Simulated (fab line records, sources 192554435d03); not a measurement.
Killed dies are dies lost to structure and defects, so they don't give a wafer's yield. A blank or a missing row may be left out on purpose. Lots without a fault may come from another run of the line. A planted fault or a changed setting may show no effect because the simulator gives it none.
Tool commonality check | flow n5_finfet | 9 lots, 27 wafers sampled

WHY IT WAS OPENED
At N5_BEOL_M0_RS_MEAS_126 the reading M0_RS is flagged on 2 of 9 lots. Wafers without a fault read 0.537 ohm/sq, standard deviation 0.017.
Rule: a lot is flagged when every wafer of it that has a number lies more than 4 standard deviations from that mean, or none has a number. The other lots count as sound.

lot  | measured     | on            | M0_RS (ohm/sq), wafer by wafer | flag
L436 | day 8 09:12  | film_metro-02 | 0.063 0.063 0.063              | FLAGGED
L437 | day 8 11:54  | film_metro-02 | 0.062 0.063 0.062              | FLAGGED
L441 | day 9 09:50  | film_metro-02 | 0.557 0.555 0.558              |
L442 | day 9 14:45  | film_metro-02 | 0.554 0.547 0.534              |
L444 | day 10 07:15 | film_metro-02 | 0.541 0.544 0.527              |
L445 | day 10 13:02 | film_metro-02 | 0.514 0.550 0.542              |
L447 | day 11 01:19 | film_metro-02 | 0.535 0.546 0.533              |
L448 | day 11 07:14 | film_metro-02 | 0.522 0.529 0.514              |
L450 | day 11 17:23 | film_metro-01 | 0.538 0.543 0.542              |
The numbers of the flagged lots are 0.063 ohm/sq on average: -0.474 ohm/sq against the usual, or -28 standard deviations.

WHICH TOOL RAN EACH LOT
The record holds 4 process steps before the reading, out of a route of 1938 steps. In each cell: the tool, then ch and the chambers that the sampled wafers went through, then the start.
lot  | flag    | N5_BEOL_M0_ETCH_109                | N5_BEOL_M0_DEGAS_112         | N5_BEOL_M0_CMP_120            | N5_BEOL_M0_PRE_CLEAN_131
L436 | FLAGGED | rie_diel-04 ch 1,2, day 8 05:05    | pvd_sputter-03, day 8 05:17  | cmp-04 ch 0,2, day 8 08:35    | cvd_co-01 ch 0,1,2, day 8 08:59
L437 | FLAGGED | rie_diel-04 ch 1,2,3, day 8 08:05  | pvd_sputter-03, day 8 08:15  | cmp-03 ch 0,3, day 8 11:23    | cvd_co-02 ch 0,1, day 8 11:40
L441 |         | rie_diel-04 ch 1,2,3, day 9 07:22  | pvd_sputter-03, day 9 07:38  | cmp-04 ch 0,3, day 9 09:19    | cvd_co-01 ch 0,1, day 9 09:37
L442 |         | rie_diel-05 ch 1,2,3, day 9 12:23  | pvd_sputter-03, day 9 12:34  | cmp-03 ch 0,2,3, day 9 14:11  | cvd_co-01 ch 1,2, day 9 14:31
L444 |         | rie_diel-05 ch 0,1, day 10 03:03   | pvd_sputter-01, day 10 03:14 | cmp-04 ch 0,1, day 10 06:41   | cvd_co-02 ch 0,1,2, day 10 07:01
L445 |         | rie_diel-04 ch 2,3, day 10 08:53   | pvd_sputter-03, day 10 09:16 | cmp-04 ch 1,2, day 10 12:31   | cvd_co-01 ch 0,1,2, day 10 12:50
L447 |         | rie_diel-04 ch 0,1,3, day 10 21:41 | pvd_sputter-01, day 10 22:31 | cmp-01 ch 0,3, day 11 00:46   | cvd_co-01 ch 0,1, day 11 01:05
L448 |         | rie_diel-05 ch 0,1,2, day 11 03:55 | pvd_sputter-03, day 11 04:27 | cmp-03 ch 0,1,3, day 11 06:40 | cvd_co-02 ch 0,2, day 11 07:00
L450 |         | rie_diel-06 ch 1,3, day 11 12:54   | pvd_sputter-03, day 11 13:08 | cmp-01 ch 1,3, day 11 16:50   | cvd_co-02 ch 0,1, day 11 17:10
What these steps do:
- N5_BEOL_M0_ETCH_109: etches SiCN in CH3F/O2, target depth 8 nm, overetch 2.4 nm, time 27.4 s.
- N5_BEOL_M0_DEGAS_112: time 60 s.
- N5_BEOL_M0_CMP_120: polishes, stops on SiOC, t overpolish 6.9 s.
- N5_BEOL_M0_PRE_CLEAN_131: time 15 s.
- N5_BEOL_M0_RS_MEAS_126: measures by four-point-probe.

FLAGGED OVER TOTAL, TOOL BY TOOL (the gauges that took the reading come last)
step                     | tool           | lots run | flagged | share of the flagged lots | sound lots run after its first flagged lot
N5_BEOL_M0_ETCH_109      | rie_diel-04    | 5        | 2       | all                       | 3 (L441,L445,L447)
N5_BEOL_M0_ETCH_109      | rie_diel-05    | 3        | 0       | none                      | -
N5_BEOL_M0_ETCH_109      | rie_diel-06    | 1        | 0       | none                      | -
N5_BEOL_M0_DEGAS_112     | pvd_sputter-01 | 2        | 0       | none                      | -
N5_BEOL_M0_DEGAS_112     | pvd_sputter-03 | 7        | 2       | all                       | 5 (L441,L442,L445,L448,L450)
N5_BEOL_M0_CMP_120       | cmp-01         | 2        | 0       | none                      | -
N5_BEOL_M0_CMP_120       | cmp-03         | 3        | 1       | some                      | 2 (L442,L448)
N5_BEOL_M0_CMP_120       | cmp-04         | 4        | 1       | some                      | 3 (L441,L444,L445)
N5_BEOL_M0_PRE_CLEAN_131 | cvd_co-01      | 5        | 1       | some                      | 4 (L441,L442,L445,L447)
N5_BEOL_M0_PRE_CLEAN_131 | cvd_co-02      | 4        | 1       | some                      | 3 (L444,L448,L450)
N5_BEOL_M0_RS_MEAS_126   | film_metro-01  | 1        | 0       | none                      | -
N5_BEOL_M0_RS_MEAS_126   | film_metro-02  | 8        | 2       | all                       | 6 (L441,L442,L444,L445,L447,L448)

WHAT THE TABLE ALLOWS
3 rows of the table ran every flagged lot: rie_diel-04 at N5_BEOL_M0_ETCH_109, pvd_sputter-03 at N5_BEOL_M0_DEGAS_112, film_metro-02 at N5_BEOL_M0_RS_MEAS_126.
- rie_diel-04 at N5_BEOL_M0_ETCH_109: 2 of its 5 lots flagged. Sound lots ran on it after the first flagged one (L441, L445, L447), which a lasting fault on the whole tool wouldn't allow.
- pvd_sputter-03 at N5_BEOL_M0_DEGAS_112: 2 of its 7 lots flagged. Sound lots ran on it after the first flagged one (L441, L442, L445, L448, L450), which a lasting fault on the whole tool wouldn't allow.
- film_metro-02 at N5_BEOL_M0_RS_MEAS_126: 2 of its 8 lots flagged. Sound lots ran on it after the first flagged one (L441, L442, L444, L445, L447, L448), which a lasting fault on the whole tool wouldn't allow.
No row of the table ran every flagged lot and no sound lot after the first.

WHAT THE SIMULATOR HAD PUT IN
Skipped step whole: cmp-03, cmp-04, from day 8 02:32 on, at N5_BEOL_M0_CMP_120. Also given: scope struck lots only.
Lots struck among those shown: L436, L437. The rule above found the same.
